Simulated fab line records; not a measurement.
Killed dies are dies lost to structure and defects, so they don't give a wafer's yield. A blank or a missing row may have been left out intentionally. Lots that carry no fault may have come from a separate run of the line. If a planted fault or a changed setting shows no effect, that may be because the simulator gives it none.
fab line records | flow n5_finfet
[record] lots = 11 | wafers = 33 | last_day = 18
route steps=1938 shown SDB@365 PASS1_CAP@1874 TV_LITHO@1883 TV_OPEN@1887 PASSIVATION@1936
lots that met no fault: taken from a fault-free run of the same line
start_h: start of the lot's first displayed wafer, in hours after the record's first day | wait_h: hours from the lot's prior step to this one | " identical to the entry in the row above | L1.1+2: one row covering several wafers at once | - no value present, or no start provided | * or withheld: withheld | < > ~ a bound
route shown NAME@n: names a module that has steps shown in the file, with the first one's number in the route | usual: mean/standard deviation of fault-free wafers | same: alike in all rows | chamber/n: place in a boat | sites: per-site readings | _std_site: the values' standard deviation | _edge_site: inner sites' mean taken away from outer sites' mean | radius_mm: for every site, how far away it sits from the centre of the wafer | mask NAME#n: copy n | behind: the last tool/chamber to shape the wafer | hold: the reason the lot was held/the length of the hold in hours/how it ended | device: which transistor (n, p or np) failed to switch | end of line: tests run on the same wafers once the route is complete | for a step that has no rows: nothing shown but its recipe | killed: at the first sort, the dies lost to defects and structure; wafer yield is something else | map: a wafer's dies, x killed, . not, _ none there
set.NAME: the setting as run; set.NAME@STEP: as run at that earlier step | model.NAME: the simulator's own value behind a step, which no gauge read
route steps across a sampled set of lots; one table per step, one row per wafer
services: the hour from which a tool's chamber was out of use, counted from the record's first day as start_h (under 0 if before that day), plus the number of hours and why
[[steps]]
[step N5_SDB_STRIP_22]
[recipe] chemistry = N2/H2 | power_w = 1000 | temp_c = 250 | h2_frac = 0.65 | overash_fraction = 0.3 | pressure_mtorr = withheld | n2_flow_sccm = 1750 | h2_flow_sccm = 3250
[usual] drypump_motor_current_A = 5.5/0.59 | heater_power_w = 341/20 | oes_product_au = 0.714/0.0042 | strip_time_to_endpoint_s = 96.2/0.41
lot.wafer | tool            | chamber | start_h | wait_h | drypump_motor_current_A | heater_power_w | oes_product_au | rf_hours_counter_h | strip_time_to_endpoint_s
L306.4    | plasma_asher-01 | 0       | 71.27   | 0.1    | 6.4                     | 343            | 0.706          | -                  | 95.9
L306.5    | "               | 1       | "       | "      | 4.7                     | 340            | 0.712          | -                  | 95.9
L306.6    | "               | 0       | "       | "      | 6.4                     | 348            | 0.715          | -                  | 95.9
L307.2    | plasma_asher-01 | 1       | 76.69   | 0.1    | 4.7                     | 329            | 0.715          | 81                 | 95.8
L307.3    | "               | 0       | "       | "      | 6.4                     | 345            | 0.716          | -                  | 95.8
L307.4    | "               | 1       | "       | "      | 4.7                     | 334            | 0.719          | -                  | 96.4
L308.2    | plasma_asher-01 | 0       | 77.22   | 0.1    | 6.4                     | 341            | 0.718          | 82                 | 95.6
L308.3    | "               | 1       | "       | "      | 4.7                     | 320            | 0.708          | -                  | 95.8
L308.6    | "               | 1       | "       | "      | 4.7                     | 333            | 0.717          | -                  | 96.0
L309.1    | plasma_asher-02 | 1       | 85.10   | 0.1    | 5.4                     | 319            | 0.709          | 41                 | 95.8
L309.2    | "               | 0       | "       | "      | 5.5                     | 379            | 0.712          | 41                 | 96.0
L309.4    | "               | 1       | "       | "      | 5.4                     | 318            | 0.707          | -                  | 96.1
L313.3    | plasma_asher-02 | 1       | 110.07  | 0.1    | 5.4                     | 321            | 0.717          | -                  | 96.0
L313.5    | "               | 0       | "       | "      | 5.5                     | 358            | 0.711          | -                  | 96.2
L313.6    | "               | 1       | "       | "      | 5.4                     | 326            | 0.716          | -                  | 96.6
L314.2    | plasma_asher-01 | 1       | 117.22  | 0.1    | 4.7                     | 325            | 0.713          | 90                 | 96.6
L314.3    | "               | 0       | "       | "      | 6.4                     | 330            | 0.708          | -                  | 96.9
L314.6    | "               | 1       | "       | "      | 4.7                     | 330            | 0.714          | -                  | 96.9
L315.3    | plasma_asher-02 | 0       | 125.10  | 0.1    | 5.5                     | 367            | 0.713          | -                  | 96.6
L315.4    | "               | 1       | "       | "      | 5.4                     | 314            | 0.711          | -                  | 96.2
L315.5    | "               | 1       | "       | "      | 5.4                     | 317            | 0.712          | -                  | 96.7
L316.4    | plasma_asher-02 | 1       | 127.77  | 0.1    | 5.4                     | 326            | 0.714          | -                  | 96.1
L316.5    | "               | 0       | "       | "      | 5.5                     | 362            | 0.710          | -                  | 96.3
L316.6    | "               | 1       | "       | "      | 5.4                     | 324            | 0.709          | -                  | 95.7
L320.2    | plasma_asher-01 | 1       | 153.69  | 0.1    | 4.7                     | 338            | 0.714          | 96                 | 95.2
L320.3    | "               | 0       | "       | "      | 6.4                     | 329            | 0.712          | -                  | 95.4
L320.6    | "               | 1       | "       | "      | 4.7                     | 335            | 0.719          | -                  | 95.3
L321.1    | plasma_asher-01 | 1       | 158.11  | 0.1    | 4.7                     | 334            | 0.724          | 96                 | 96.6
L321.2    | "               | 0       | "       | "      | 6.4                     | 346            | 0.727          | 96                 | 96.6
L321.4    | "               | 1       | "       | "      | 4.7                     | 331            | 0.720          | -                  | 96.4
L329.1    | plasma_asher-02 | 1       | 206.46  | 0.1    | 5.4                     | 320            | 0.715          | 64                 | 96.5
L329.2    | "               | 0       | "       | "      | 5.5                     | 377            | 0.716          | 64                 | 96.5
L329.4    | "               | 1       | "       | "      | 5.4                     | 328            | 0.709          | -                  | 96.8
[step N5_PASSIVATION_PECVD_01]
[recipe] material = SiNx | target_thk_a = 2000 | temp_c = 400 | precursor = SiH4/NH3/N2 | pressure_torr = 4.9 | rf_w = 1406 | time_s = 43.2
[usual] heater_power_w = 378/71 | showerhead_plenum_p_Torr = 8.64/0.056 | throttle_valve_pct = 28.9/1.9
lot.wafer | tool     | chamber | start_h | wait_h | heater_power_w | showerhead_plenum_p_Torr | throttle_valve_pct
L307.2    | pecvd-02 | 1       | 270.73  | 0.0    | 471            | 8.63                     | 28.9
L307.3    | "        | 2       | "       | "      | 315            | 8.58                     | 27.7
L307.4    | "        | 2       | "       | "      | 322            | 8.56                     | 27.7
L306.4    | pecvd-01 | 0       | 271.86  | 0.0    | 342            | 8.65                     | 31.1
L306.5    | "        | 1       | "       | "      | 316            | 8.59                     | 29.6
L306.6    | "        | 2       | "       | "      | 446            | 8.58                     | 27.3
L308.2    | pecvd-03 | 1       | 281.46  | 0.0    | 525            | 8.64                     | 28.0
L308.3    | "        | 0       | "       | "      | 274            | 8.74                     | 33.1
L308.6    | "        | 1       | "       | "      | 374            | 8.65                     | 28.0
L309.1    | pecvd-03 | 0       | 288.36  | 0.0    | 297            | 8.74                     | 32.7
L309.2    | "        | 1       | "       | "      | 445            | 8.65                     | 28.0
L309.4    | "        | 0       | "       | "      | 321            | 8.74                     | 33.1
L313.3    | pecvd-03 | 0       | 312.68  | 0.0    | 398            | 8.72                     | 33.0
L313.5    | "        | 0       | "       | "      | 395            | 8.75                     | 33.0
L313.6    | "        | 1       | "       | "      | 469            | 8.64                     | 27.8
L314.2    | pecvd-02 | 0       | 323.63  | 0.0    | 404            | 8.67                     | 27.8
L314.3    | "        | 2       | "       | "      | 345            | 8.57                     | 27.9
L314.6    | "        | 0       | "       | "      | 417            | 8.69                     | 27.9
L315.3    | pecvd-01 | 2       | 356.85  | 0.0    | 441            | 8.59                     | 27.8
L315.4    | "        | 1       | "       | "      | 234            | 8.59                     | 29.7
L315.5    | "        | 0       | "       | "      | 268            | 8.65                     | 30.9
L316.4    | pecvd-02 | 0       | 357.44  | 0.0    | 364            | 8.66                     | 28.1
L316.5    | "        | 2       | "       | "      | 323            | 8.58                     | 28.4
L316.6    | "        | 1       | "       | "      | 493            | 8.63                     | 28.7
L320.2    | pecvd-03 | 2       | 359.80  | 0.0    | 459            | 8.69                     | 26.4
L320.3    | "        | 0       | "       | "      | 363            | 8.75                     | 32.6
L320.6    | "        | 1       | "       | "      | 513            | 8.66                     | 28.0
L321.1    | pecvd-01 | 0       | 372.59  | 0.0    | 336            | 8.65                     | 31.0
L321.2    | "        | 1       | "       | "      | 361            | 8.59                     | 29.5
L321.4    | "        | 1       | "       | "      | 349            | 8.58                     | 29.6
L329.1    | pecvd-01 | 0       | 427.10  | 0.0    | 338            | 8.68                     | 31.0
L329.2    | "        | 2       | "       | "      | 469            | 8.55                     | 27.7
L329.4    | "        | 0       | "       | "      | 345            | 8.66                     | 31.1
[step N5_PASSIVATION_CD_MEAS_10]
[recipe] target_cd_nm = 3000 | landing_energy_ev = 500 | detector = se_inlens
[usual] cd_nm = 3001.1/2.2
lot.wafer | tool      | chamber | start_h | wait_h | cd_nm
L306.4    | cd_sem-01 | 0       | 273.42  | -      | 2998.4
L306.5    | "         | 0       | "       | "      | 2999.8
L306.6    | "         | 0       | "       | "      | 2999.4
L307.2    | cd_sem-02 | 0       | 273.59  | -      | 3003.8
L307.3    | "         | 0       | "       | "      | 3001.8
L307.4    | "         | 0       | "       | "      | 3002.2
L308.2    | cd_sem-03 | 0       | 283.99  | -      | 3001.7
L308.3    | "         | 0       | "       | "      | 3002.3
L308.6    | "         | 0       | "       | "      | 3001.6
L309.1    | cd_sem-03 | 0       | 290.70  | -      | 2999.1
L309.2    | "         | 0       | "       | "      | 3002.5
L309.4    | "         | 0       | "       | "      | 3000.4
L313.3    | cd_sem-02 | 0       | 313.66  | -      | 3002.5
L313.5    | "         | 0       | "       | "      | 3003.8
L313.6    | "         | 0       | "       | "      | 3002.1
L314.2    | cd_sem-02 | 0       | 324.17  | -      | 3000.9
L314.3    | "         | 0       | "       | "      | 3001.4
L314.6    | "         | 0       | "       | "      | 2998.9
L315.3    | cd_sem-01 | 0       | 357.60  | -      | 3001.2
L315.4    | "         | 0       | "       | "      | 3000.2
L315.5    | "         | 0       | "       | "      | 2999.4
L316.4    | cd_sem-01 | 0       | 358.61  | -      | 3002.0
L316.5    | "         | 0       | "       | "      | 3000.1
L316.6    | "         | 0       | "       | "      | 3001.0
L320.2    | cd_sem-03 | 0       | 363.34  | -      | 2999.7
L320.3    | "         | 0       | "       | "      | 2999.6
L320.6    | "         | 0       | "       | "      | 3002.9
L321.1    | cd_sem-03 | 0       | 373.27  | -      | 3002.1
L321.2    | "         | 0       | "       | "      | 3003.3
L321.4    | "         | 0       | "       | "      | 3002.6
L329.1    | cd_sem-02 | 0       | 427.84  | -      | 3003.1
L329.2    | "         | 0       | "       | "      | 3005.7
L329.4    | "         | 0       | "       | "      | 3004.0
[step N5_PASSIVATION_PASS_ETCH_74]
[recipe] chemistry = CF4/O2 | target = SiNx | target_depth_a = 2200 | time_s = 110 | ion_energy_ev = 100 | pressure_mtorr = 40 | source_w = 535 | bias_w = 49 | Ar_flow_sccm = 100 | cf4_flow_sccm = 100 | O2_flow_sccm = 10
[usual] drypump_motor_current_A = 5.7/0.4 | oes_product_au = 0.81/0.097 | rf_vpp_V = 239/4.7 | showerhead_plenum_p_Torr = 2.24/0.055 | throttle_valve_pct = 15.93/0.25
lot.wafer | tool        | chamber | start_h | wait_h | drypump_motor_current_A | oes_product_au | rf_hours_counter_h | rf_vpp_V | showerhead_plenum_p_Torr | throttle_valve_pct
L306.4    | rie_diel-02 | 0       | 273.91  | 0.0    | 6.6                     | 0.68           | -                  | 234      | 2.08                     | 16.17
L306.5    | "           | 2       | "       | "      | 5.1                     | 0.72           | -                  | 241      | 2.29                     | 16.34
L306.6    | "           | 1       | "       | "      | 6.0                     | 0.75           | -                  | 248      | 2.20                     | 15.69
L307.2    | rie_diel-03 | 2       | 274.16  | 0.0    | 5.8                     | 0.91           | 20                 | 232      | 2.16                     | 15.76
L307.3    | "           | 1       | "       | "      | 5.5                     | 0.93           | 10                 | 240      | 2.18                     | 15.76
L307.4    | "           | 3       | "       | "      | 5.5                     | 0.71           | 228                | 233      | 2.17                     | 16.15
L308.2    | rie_diel-03 | 3       | 284.49  | 0.0    | 5.5                     | 0.71           | 230                | 232      | 2.17                     | 16.15
L308.3    | "           | 2       | "       | "      | 5.8                     | 0.92           | 22                 | 232      | 2.16                     | 15.78
L308.6    | "           | 3       | "       | "      | 5.5                     | 0.72           | -                  | 232      | 2.17                     | 16.16
L309.1    | rie_diel-06 | 1       | 290.87  | 0.0    | 5.8                     | 0.69           | 245                | 246      | 2.26                     | 16.29
L309.2    | "           | 2       | "       | "      | 6.1                     | 0.75           | 182                | 242      | 2.29                     | 16.26
L309.4    | "           | 0       | "       | "      | 5.3                     | 0.81           | 93                 | 242      | 2.23                     | 15.89
L313.3    | rie_diel-03 | 1       | 313.81  | 0.0    | 5.5                     | 0.90           | 21                 | 241      | 2.18                     | 15.78
L313.5    | "           | 1       | "       | "      | 5.5                     | 0.90           | -                  | 240      | 2.18                     | 15.78
L313.6    | "           | 0       | "       | "      | 5.3                     | 0.72           | -                  | 240      | 2.29                     | 16.10
L314.2    | rie_diel-02 | 0       | 324.38  | 0.0    | 6.6                     | 0.95           | 10                 | 239      | 2.33                     | 15.67
L314.3    | "           | 1       | "       | "      | 6.0                     | 0.73           | 186                | 245      | 2.19                     | 15.72
L314.6    | "           | 0       | "       | "      | 6.6                     | 0.94           | -                  | 239      | 2.33                     | 15.67
L315.3    | rie_diel-02 | 1       | 358.88  | 0.0    | 6.0                     | 0.72           | 198                | 245      | 2.19                     | 15.73
L315.4    | "           | 2       | "       | "      | 5.1                     | 0.70           | 210                | 239      | 2.28                     | 16.42
L315.5    | "           | 0       | "       | "      | 6.6                     | 0.90           | -                  | 236      | 2.33                     | 15.71
L316.4    | rie_diel-06 | 0       | 359.71  | 0.0    | 5.4                     | 0.77           | -                  | 243      | 2.22                     | 15.93
L316.5    | "           | 3       | "       | "      | 5.7                     | 0.90           | -                  | 231      | 2.25                     | 15.78
L316.6    | "           | 2       | "       | "      | 6.1                     | 0.72           | -                  | 242      | 2.28                     | 16.32
L320.2    | rie_diel-06 | 0       | 363.50  | 0.0    | 5.3                     | 0.78           | 119                | 242      | 2.22                     | 15.93
L320.3    | "           | 3       | "       | "      | 5.7                     | 0.90           | 32                 | 230      | 2.25                     | 15.79
L320.6    | "           | 0       | "       | "      | 5.3                     | 0.78           | -                  | 244      | 2.22                     | 15.93
L321.1    | rie_diel-03 | 2       | 373.51  | 0.0    | 5.8                     | 0.88           | 46                 | 231      | 2.15                     | 15.82
L321.2    | "           | 0       | "       | "      | 5.3                     | 0.71           | 203                | 240      | 2.28                     | 16.11
L321.4    | "           | 1       | "       | "      | 5.5                     | 0.87           | -                  | 240      | 2.17                     | 15.81
L329.1    | rie_diel-02 | 2       | 427.99  | 0.0    | 5.1                     | 0.67           | 231                | 240      | 2.27                     | 16.44
L329.2    | "           | 1       | "       | "      | 6.0                     | 0.71           | 220                | 245      | 2.18                     | 15.78
L329.4    | "           | 3       | "       | "      | 5.6                     | 0.90           | 48                 | 242      | 2.25                     | 15.60
[step N5_PASSIVATION_PROBE_49]
[usual] defect_limited_yield = 91.3/1.4 | killed_at_M0_to_M3 = 34/9.2 | killed_at_M4_up = 13/5.3 | killed_at_contacts = 12/6 | killed_at_front_end = 39/12 | killed_at_other = 4/3.3 | killed_dies = 102/17 | killed_on_rim = 13/3.9 | killed_open = 67/12 | killed_short = 34/7.4 | sort_bin_5_function = 5.1/1 | sort_bin_6_memory = 3.2/0.6 | sort_n_pass = 1078/17 | sort_yield_pct = 91.3/1.4
[same] gross_dies = 1180 | killed_at_back_side = 0 | sort_bin_4_leakage[%] = 0 | sort_bin_8_speed[%] = 0
lot.wafer | tool      | chamber | start_h | wait_h | defect_limited_yield[%] | killed_at_M0_to_M3 | killed_at_M4_up | killed_at_contacts | killed_at_front_end | killed_at_other | killed_dies | killed_on_rim | killed_open | killed_short | sort_bin_5_function[%] | sort_bin_6_memory[%] | sort_n_pass | sort_yield_pct[%]
L320.2    | prober-02 | -       | 370.80  | 0.1    | 91.7                    | 37                 | 17              | 4                  | 40                  | 0               | 98          | 13            | 70          | 21           | 4.2                    | 2.9                  | 1082        | 91.7
L320.3    | prober-02 | -       | 370.85  | 0.1    | 86.4                    | 45                 | 4               | 14                 | 96                  | 1               | 160         | 26            | 80          | 23           | 7.3                    | 4.6                  | 1020        | 86.4
L320.6    | prober-02 | -       | 371.00  | 0.3    | 92.3                    | 41                 | 15              | 9                  | 25                  | 1               | 91          | 13            | 66          | 25           | 5.2                    | 2.5                  | 1089        | 92.3
L321.1    | prober-02 | -       | 380.76  | 0.0    | 91.4                    | 34                 | 9               | 7                  | 48                  | 4               | 102         | 14            | 61          | 38           | 5.2                    | 3.0                  | 1078        | 91.4
L321.2    | prober-02 | -       | 380.81  | 0.1    | 86.4                    | 36                 | 27              | 9                  | 86                  | 2               | 160         | 30            | 71          | 46           | 8.0                    | 4.0                  | 1020        | 86.4
L321.4    | prober-02 | -       | 380.91  | 0.2    | 92.3                    | 47                 | 6               | 14                 | 24                  | 0               | 91          | 13            | 62          | 29           | 4.6                    | 2.9                  | 1089        | 92.3
// killed by level:class
L320.2 BEOL_M2:geometric_particle:open=12 BEOL_M3:geometric_particle:open=11 BEOL_M4:geometric_particle:open=9 FIN_SAQP:geometric_particle:short=8 BEOL_M0_SAQP:geometric_particle:open=7 HKMG_FIN:area_etch=6 FIN_SAQP:geometric_particle:open=4 STI_FIN_REVEAL:geometric_particle:open=4
L320.3 SDB:unspecified=48 BEOL_M3:geometric_particle:open=23 STI_FIN_REVEAL:geometric_particle:open=14 MOL_CONTACT_COAG:geometric_particle:open=9 DUMMY_GATE:geometric_particle:open=9 BEOL_M0_SAQP:geometric_particle:open=9 HKMG_FIN:area_etch=7 BEOL_M0_SAQP:geometric_particle:short=5
L320.6 BEOL_M3:geometric_particle:open=19 MOL_CONTACT_COAG:geometric_particle:open=8 BEOL_M1:geometric_particle:open=6 STI_FIN_REVEAL:geometric_particle:short=5 STI_FIN_REVEAL:geometric_particle:open=5 BEOL_M0_SAQP:geometric_particle:open=5 BEOL_M4:geometric_particle:open=5 DUMMY_GATE:geometric_particle:open=4
L321.1 FIN_SAQP:geometric_particle:open=14 FIN_SAQP:geometric_particle:short=11 DUMMY_GATE:geometric_particle:open=8 BEOL_M3:geometric_particle:open=8 MOL_CONTACT_COAG:geometric_particle:open=6 BEOL_M0_SAQP:geometric_particle:open=5 BEOL_M0_SAQP:geometric_particle:short=4 BEOL_M1:geometric_particle:short=4
L321.2 SDB:unspecified=41 BEOL_M4:geometric_particle:open=14 FIN_SAQP:geometric_particle:open=12 BEOL_M0_SAQP:geometric_particle:short=10 FIN_SAQP:geometric_particle:short=8 BEOL_M0_SAQP:geometric_particle:open=8 BEOL_M1:geometric_particle:open=6 BEOL_M1:geometric_particle:short=6
L321.4 BEOL_M1:geometric_particle:short=15 MOL_CONTACT_COAG:geometric_particle:open=12 BEOL_M2:geometric_particle:open=12 BEOL_M3:geometric_particle:open=9 STI_FIN_REVEAL:geometric_particle:open=6 DUMMY_GATE:geometric_particle:open=6 BEOL_M0:geometric_particle:open=5 FIN_SAQP:geometric_particle:open=4
[[services]]
tool            | chamber | start_h | hours | kind
rie_diel-03     | 2       | 51.47   | 3.0   | repair
rie_diel-03     | 0       | 60.76   | 2.5   | repair
pecvd-03        | 0       | 69.19   | 4.2   | repair
rie_diel-03     | -       | 70.55   | 0.5   | repair
rie_diel-03     | -       | 75.57   | 0.7   | repair
pecvd-01        | -       | 82.08   | 5.5   | pm
pecvd-01        | 2       | 90.13   | 8.4   | repair
rie_diel-02     | -       | 93.02   | 4.3   | pm
plasma_asher-01 | -       | 108.87  | 2.8   | pm
rie_diel-06     | 3       | 122.88  | 4.4   | repair
pecvd-03        | -       | 136.01  | 2.8   | pm
pecvd-02        | -       | 144.95  | 2.8   | pm
pecvd-01        | 1       | 164.35  | 20.2  | repair
rie_diel-06     | 2       | 205.55  | 5.7   | repair
pecvd-01        | 1       | 284.69  | 6.8   | repair
pecvd-01        | -       | 286.81  | 3.3   | repair
rie_diel-02     | -       | 315.59  | 2.8   | pm
rie_diel-03     | -       | 343.13  | 14.6  | pm
rie_diel-06     | 1       | 352.47  | 9.0   | repair
plasma_asher-02 | -       | 352.57  | 2.4   | repair
rie_diel-03     | 1       | 388.84  | 3.2   | repair
pecvd-01        | -       | 408.68  | 6.0   | pm
pecvd-02        | -       | 419.29  | 4.3   | pm
plasma_asher-01 | -       | 427.14  | 1.4   | repair
[[key]]
[first_sign] step = N5_PASSIVATION_PROBE_49 | reading = killed_at_front_end | direction = up | sigmas = 4.4 | usual = 39 | struck = 91
[effect] step = N5_PASSIVATION_PROBE_49 | reading = killed_dies | direction = up | sigmas = 3.4 | usual = 102 | struck = 160
[more_kills_born_at] N5_SDB_STRIP_22@plasma_asher-01 = 89
met_at N5_SDB_STRIP_22
struck_lots L320,L321
struck_wafers L320.3,L321.2
not_acting_at N5_PASSIVATION_PECVD_01,N5_PASSIVATION_CD_MEAS_10,N5_PASSIVATION_PASS_ETCH_74
onset_between 117.22 153.69
[fault] kind = chamber_particle_source | tool = plasma_asher-01 | chamber = 0 | onset_h = 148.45 | steps = N5_SDB_STRIP_22 | rate_per_visit_cm2 = 0.6984 | end_h = 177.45
